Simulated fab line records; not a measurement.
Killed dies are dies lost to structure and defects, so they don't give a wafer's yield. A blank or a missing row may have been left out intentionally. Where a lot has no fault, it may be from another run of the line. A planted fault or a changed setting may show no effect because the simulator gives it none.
The tool behind it: which one? :: flow n5Finfet :: 33 wafers from 11 lots sampled at 5 of the route's 1938 steps

## WHAT THE GAUGES READ, wafer by wafer
Not one reading of a measure or inspect step in the record can be checked against a usual standard deviation.

## WHICH TOOL RAN EACH LOT (tool, then ch and the chambers of the sampled wafers, then the start)
lot: L797
N5_MOL_CONTACT_COAG_ETCH_105: rieDiel-05 ch 0,2,3, day 5 06:41
N5_MOL_CONTACT_COAG_PRECLEAN_125: wetBench-05 ch 0,1,7, day 5 12:24
N5_MOL_CONTACT_COAG_CMP_28: cmp-01 ch 0,1,3, day 5 14:53
N5_MOL_CONTACT_COAG_ALD_123: aldSin-02 ch 0,2,3, day 5 15:10
N5_PASSIVATION_PROBE_49: -

lot: L798
N5_MOL_CONTACT_COAG_ETCH_105: rieDiel-03 ch 0,3, day 5 10:20
N5_MOL_CONTACT_COAG_PRECLEAN_125: wetBench-05 ch 0,2,6, day 5 18:01
N5_MOL_CONTACT_COAG_CMP_28: cmp-01 ch 0,1, day 5 20:34
N5_MOL_CONTACT_COAG_ALD_123: aldSin-01 ch 0,2,3, day 5 20:55
N5_PASSIVATION_PROBE_49: -

lot: L799
N5_MOL_CONTACT_COAG_ETCH_105: rieDiel-06 ch 0,2, day 5 16:59
N5_MOL_CONTACT_COAG_PRECLEAN_125: wetBench-06 ch 1,4,7, day 5 22:55
N5_MOL_CONTACT_COAG_CMP_28: cmp-03 ch 1,3, day 6 01:22
N5_MOL_CONTACT_COAG_ALD_123: aldSin-03 ch 0,1,2, day 6 01:41
N5_PASSIVATION_PROBE_49: -

lot: L800
N5_MOL_CONTACT_COAG_ETCH_105: rieDiel-05 ch 0,1,2, day 5 23:56
N5_MOL_CONTACT_COAG_PRECLEAN_125: wetBench-05 ch 4,5,6, day 6 07:52
N5_MOL_CONTACT_COAG_CMP_28: cmp-01 ch 1,2, day 6 10:20
N5_MOL_CONTACT_COAG_ALD_123: aldSin-03 ch 1,2, day 6 10:55
N5_PASSIVATION_PROBE_49: prober-02, day 14 22:47

lot: L802
N5_MOL_CONTACT_COAG_ETCH_105: rieDiel-06 ch 1,2, day 6 13:40
N5_MOL_CONTACT_COAG_PRECLEAN_125: wetBench-01 ch 3,5,7, day 6 18:21
N5_MOL_CONTACT_COAG_CMP_28: cmp-03 ch 1,2, day 6 20:47
N5_MOL_CONTACT_COAG_ALD_123: aldSin-02 ch 0,1, day 6 21:07
N5_PASSIVATION_PROBE_49: -

lot: L803
N5_MOL_CONTACT_COAG_ETCH_105: rieDiel-06 ch 1,3, day 6 16:34
N5_MOL_CONTACT_COAG_PRECLEAN_125: wetBench-05 ch 1,6,7, day 6 22:56
N5_MOL_CONTACT_COAG_CMP_28: cmp-01 ch 0,2, day 7 01:23
N5_MOL_CONTACT_COAG_ALD_123: aldSin-03 ch 1,2,3, day 7 01:55
N5_PASSIVATION_PROBE_49: -

lot: L810
N5_MOL_CONTACT_COAG_ETCH_105: rieDiel-03 ch 0,1,3, day 8 10:30
N5_MOL_CONTACT_COAG_PRECLEAN_125: wetBench-01 ch 3,4,5, day 8 15:59
N5_MOL_CONTACT_COAG_CMP_28: cmp-01 ch 0,1,2, day 8 20:17
N5_MOL_CONTACT_COAG_ALD_123: aldSin-03 ch 0,1, day 8 20:34
N5_PASSIVATION_PROBE_49: -

lot: L814
N5_MOL_CONTACT_COAG_ETCH_105: rieDiel-06 ch 0,1,3, day 9 12:03
N5_MOL_CONTACT_COAG_PRECLEAN_125: wetBench-06 ch 0,3,4, day 9 17:35
N5_MOL_CONTACT_COAG_CMP_28: cmp-02 ch 0,1, day 9 21:26
N5_MOL_CONTACT_COAG_ALD_123: aldSin-03 ch 0,2, day 9 22:59
N5_PASSIVATION_PROBE_49: -

lot: L815
N5_MOL_CONTACT_COAG_ETCH_105: rieDiel-05 ch 0,2,3, day 9 20:47
N5_MOL_CONTACT_COAG_PRECLEAN_125: wetBench-06 ch 2,3,6, day 10 01:19
N5_MOL_CONTACT_COAG_CMP_28: cmp-03 ch 2,3, day 10 05:08
N5_MOL_CONTACT_COAG_ALD_123: aldSin-02 ch 0,2, day 10 06:56
N5_PASSIVATION_PROBE_49: -

lot: L816
N5_MOL_CONTACT_COAG_ETCH_105: rieDiel-06 ch 0,1,3, day 10 01:03
N5_MOL_CONTACT_COAG_PRECLEAN_125: wetBench-06 ch 2,6,7, day 10 07:28
N5_MOL_CONTACT_COAG_CMP_28: cmp-03 ch 0,1,2, day 10 10:39
N5_MOL_CONTACT_COAG_ALD_123: aldSin-03 ch 0,1,2, day 10 11:59
N5_PASSIVATION_PROBE_49: -

lot: L817
N5_MOL_CONTACT_COAG_ETCH_105: rieDiel-03 ch 0,3, day 10 08:38
N5_MOL_CONTACT_COAG_PRECLEAN_125: wetBench-05 ch 1,4,5, day 10 18:20
N5_MOL_CONTACT_COAG_CMP_28: cmp-02 ch 0,1,2, day 10 20:51
N5_MOL_CONTACT_COAG_ALD_123: aldSin-03 ch 1,2, day 10 21:06
N5_PASSIVATION_PROBE_49: -
- N5_MOL_CONTACT_COAG_ETCH_105: etches SiARC in CF4, target depth 15.6 nm, time 26 s.
- N5_MOL_CONTACT_COAG_PRECLEAN_125: cleans in DIW, time 57.5 s.
- N5_MOL_CONTACT_COAG_CMP_28: polishes, stops on SiNx, t overpolish 0.85 s, target thk 14.522 nm.
- N5_MOL_CONTACT_COAG_ALD_123: deposits SiNx, target thk 5 nm, pulse time 1 s, purge time 2 s.
- N5_PASSIVATION_PROBE_49

## AS READ BY THE TOOLS THEMSELVES (means over the sampled wafers that have a number; for cases with no such wafer, the mark the record gives instead)
N5_MOL_CONTACT_COAG_ETCH_105. Usual: biasW 36.02 W (standard deviation 0.11); drypumpMotorCurrentA 5.48 A (standard deviation 0.22); etchRfOnTimeS 26.1 s (standard deviation 0.41); oesProductAu 0.68 a.u. (standard deviation 0.066); rfVppV 184.1 V (standard deviation 1); showerheadPlenumPTorr 2.14 Torr (standard deviation 0.062); throttleValvePct 15.56 % (standard deviation 0.23).
lot: L797
tool: rieDiel-05
biasW (W): 36.03
drypumpMotorCurrentA (A): 5.56
etchRfOnTimeS (s): 26.5
oesProductAu (a.u.): 0.70
rfVppV (V): 184.8
showerheadPlenumPTorr (Torr): 2.19
throttleValvePct (%): 15.58
flag: 

lot: L798
tool: rieDiel-03
biasW (W): 35.96
drypumpMotorCurrentA (A): 5.34
etchRfOnTimeS (s): 25.9
oesProductAu (a.u.): 0.73
rfVppV (V): 185.1
showerheadPlenumPTorr (Torr): 2.17
throttleValvePct (%): 15.67
flag: 

lot: L799
tool: rieDiel-06
biasW (W): 36.07
drypumpMotorCurrentA (A): 5.37
etchRfOnTimeS (s): 25.9
oesProductAu (a.u.): 0.64
rfVppV (V): 183.9
showerheadPlenumPTorr (Torr): 2.11
throttleValvePct (%): 15.51
flag: 

lot: L800
tool: rieDiel-05
biasW (W): 36.04
drypumpMotorCurrentA (A): 5.52
etchRfOnTimeS (s): 26.4
oesProductAu (a.u.): 0.62
rfVppV (V): 183.9
showerheadPlenumPTorr (Torr): 2.19
throttleValvePct (%): 15.75
flag: 

lot: L802
tool: rieDiel-06
biasW (W): 35.97
drypumpMotorCurrentA (A): 5.44
etchRfOnTimeS (s): 25.7
oesProductAu (a.u.): 0.65
rfVppV (V): 184.1
showerheadPlenumPTorr (Torr): 2.15
throttleValvePct (%): 15.35
flag: 

lot: L803
tool: rieDiel-06
biasW (W): 36.07
drypumpMotorCurrentA (A): 5.68
etchRfOnTimeS (s): 25.6
oesProductAu (a.u.): 0.70
rfVppV (V): 185.0
showerheadPlenumPTorr (Torr): 2.17
throttleValvePct (%): 15.35
flag: 

lot: L810
tool: rieDiel-03
biasW (W): 35.97
drypumpMotorCurrentA (A): 5.40
etchRfOnTimeS (s): 26.1
oesProductAu (a.u.): 0.70
rfVppV (V): 184.8
showerheadPlenumPTorr (Torr): 2.16
throttleValvePct (%): 15.52
flag: 

lot: L814
tool: rieDiel-06
biasW (W): 36.16
drypumpMotorCurrentA (A): 5.56
etchRfOnTimeS (s): 26.2
oesProductAu (a.u.): 0.65
rfVppV (V): 183.9
showerheadPlenumPTorr (Torr): 2.12
throttleValvePct (%): 15.57
flag: 

lot: L815
tool: rieDiel-05
biasW (W): 36.02
drypumpMotorCurrentA (A): 5.54
etchRfOnTimeS (s): 26.8
oesProductAu (a.u.): 0.66
rfVppV (V): 183.7
showerheadPlenumPTorr (Torr): 2.17
throttleValvePct (%): 15.67
flag: 

lot: L816
tool: rieDiel-06
biasW (W): 36.05
drypumpMotorCurrentA (A): 5.56
etchRfOnTimeS (s): 26.1
oesProductAu (a.u.): 0.66
rfVppV (V): 184.0
showerheadPlenumPTorr (Torr): 2.12
throttleValvePct (%): 15.59
flag: 

lot: L817
tool: rieDiel-03
biasW (W): 36.04
drypumpMotorCurrentA (A): 5.40
etchRfOnTimeS (s): 26.2
oesProductAu (a.u.): 0.65
rfVppV (V): 184.0
showerheadPlenumPTorr (Torr): 2.15
throttleValvePct (%): 15.70
flag: 

N5_MOL_CONTACT_COAG_PRECLEAN_125. Usual: 65.1 s for runLengthS, sd 2.3.
lot: L797
tool: wetBench-05
runLengthS (s): 64.0
flag: 

lot: L798
tool: wetBench-05
runLengthS (s): 64.3
flag: 

lot: L799
tool: wetBench-06
runLengthS (s): 69.5
flag: 

lot: L800
tool: wetBench-05
runLengthS (s): 64.5
flag: 

lot: L802
tool: wetBench-01
runLengthS (s): 64.4
flag: 

lot: L803
tool: wetBench-05
runLengthS (s): 63.5
flag: 

lot: L810
tool: wetBench-01
runLengthS (s): 71.1
flag: 

lot: L814
tool: wetBench-06
runLengthS (s): 63.9
flag: 

lot: L815
tool: wetBench-06
runLengthS (s): 70.0
flag: 

lot: L816
tool: wetBench-06
runLengthS (s): 70.1
flag: 

lot: L817
tool: wetBench-05
runLengthS (s): 64.1
flag: 

N5_MOL_CONTACT_COAG_CMP_28. Usual: motorCurrentA 12.0 A, standard deviation 0.66; timeToEndpointS 3.9 s, standard deviation 1.7.
lot: L797
tool: cmp-01
motorCurrentA (A): 11.9
timeToEndpointS (s): 4.8
flag: 

lot: L798
tool: cmp-01
motorCurrentA (A): 12.5
timeToEndpointS (s): 3.2
flag: 

lot: L799
tool: cmp-03
motorCurrentA (A): 11.6
timeToEndpointS (s): 4.2
flag: 

lot: L800
tool: cmp-01
motorCurrentA (A): 12.1
timeToEndpointS (s): 5.9
flag: 

lot: L802
tool: cmp-03
motorCurrentA (A): 12.0
timeToEndpointS (s): 1.7
flag: 

lot: L803
tool: cmp-01
motorCurrentA (A): 12.1
timeToEndpointS (s): 6.8
flag: 

lot: L810
tool: cmp-01
motorCurrentA (A): 12.2
timeToEndpointS (s): 4.0
flag: 

lot: L814
tool: cmp-02
motorCurrentA (A): 11.6
timeToEndpointS (s): 3.1
flag: 

lot: L815
tool: cmp-03
motorCurrentA (A): 11.3
timeToEndpointS (s): 7.5
flag: 

lot: L816
tool: cmp-03
motorCurrentA (A): 12.5
timeToEndpointS (s): 4.4
flag: 

lot: L817
tool: cmp-02
motorCurrentA (A): 11.4
timeToEndpointS (s): 2.1
flag: 

N5_MOL_CONTACT_COAG_ALD_123. Usual: heaterPowerW 869 W, standard deviation 67; precursorPulseHeightRel 0.999, standard deviation 0.021.
lot: L797
tool: aldSin-02
heaterPowerW (W): 872
precursorPulseHeightRel: 1.001
flag: 

lot: L798
tool: aldSin-01
heaterPowerW (W): 833
precursorPulseHeightRel: 1.010
flag: 

lot: L799
tool: aldSin-03
heaterPowerW (W): 907
precursorPulseHeightRel: 0.993
flag: 

lot: L800
tool: aldSin-03
heaterPowerW (W): 912
precursorPulseHeightRel: 1.004
flag: 

lot: L802
tool: aldSin-02
heaterPowerW (W): 811
precursorPulseHeightRel: 0.983
flag: 

lot: L803
tool: aldSin-03
heaterPowerW (W): 886
precursorPulseHeightRel: 1.002
flag: 

lot: L810
tool: aldSin-03
heaterPowerW (W): 881
precursorPulseHeightRel: 0.991
flag: 

lot: L814
tool: aldSin-03
heaterPowerW (W): 888
precursorPulseHeightRel: 0.988
flag: 

lot: L815
tool: aldSin-02
heaterPowerW (W): 821
precursorPulseHeightRel: 0.997
flag: 

lot: L816
tool: aldSin-03
heaterPowerW (W): 899
precursorPulseHeightRel: 1.000
flag: 

lot: L817
tool: aldSin-03
heaterPowerW (W): 912
precursorPulseHeightRel: 1.004
flag: 

N5_PASSIVATION_PROBE_49. Usual: killed_at_M0_to_M3 36, standard deviation 11; killed_at_M4_up 13, standard deviation 5.1; killedAtContacts 14, standard deviation 4.9; killedAtFrontEnd 41, standard deviation 10; killedAtOther 3.4, standard deviation 2.6; killedDies 107, standard deviation 16; killedOpen 70, standard deviation 11; killedShort 36, standard deviation 7.8.
lot: L800
tool: prober-02
killed_at_M0_to_M3: 55
killed_at_M4_up: 11
killedAtContacts: 12
killedAtFrontEnd: 30
killedAtOther: 0.0
killedDies: 108
killedOpen: 79
killedShort: 29
flag: 

## THE ANSWER, worked out from the rows above alone
Rule: take the mean of a lot's wafers that have a number; if it is more than 3 standard deviations from the usual mean, the lot is off. Also off: a lot with no number at a reading for which 4 or more lots have one. Where the step has rows for the other lots, those lots are counted as sound. First the gauges in route order, then the tools' own readings, where a lot's mean is used as printed above. At the first step where some lot is off, the reading lying furthest off is the one used; lots without a number count as furthest.
Across all readings shown, no lot is off: no conclusion can be drawn from this.

## WHAT THE SIMULATOR HAD INSERTED
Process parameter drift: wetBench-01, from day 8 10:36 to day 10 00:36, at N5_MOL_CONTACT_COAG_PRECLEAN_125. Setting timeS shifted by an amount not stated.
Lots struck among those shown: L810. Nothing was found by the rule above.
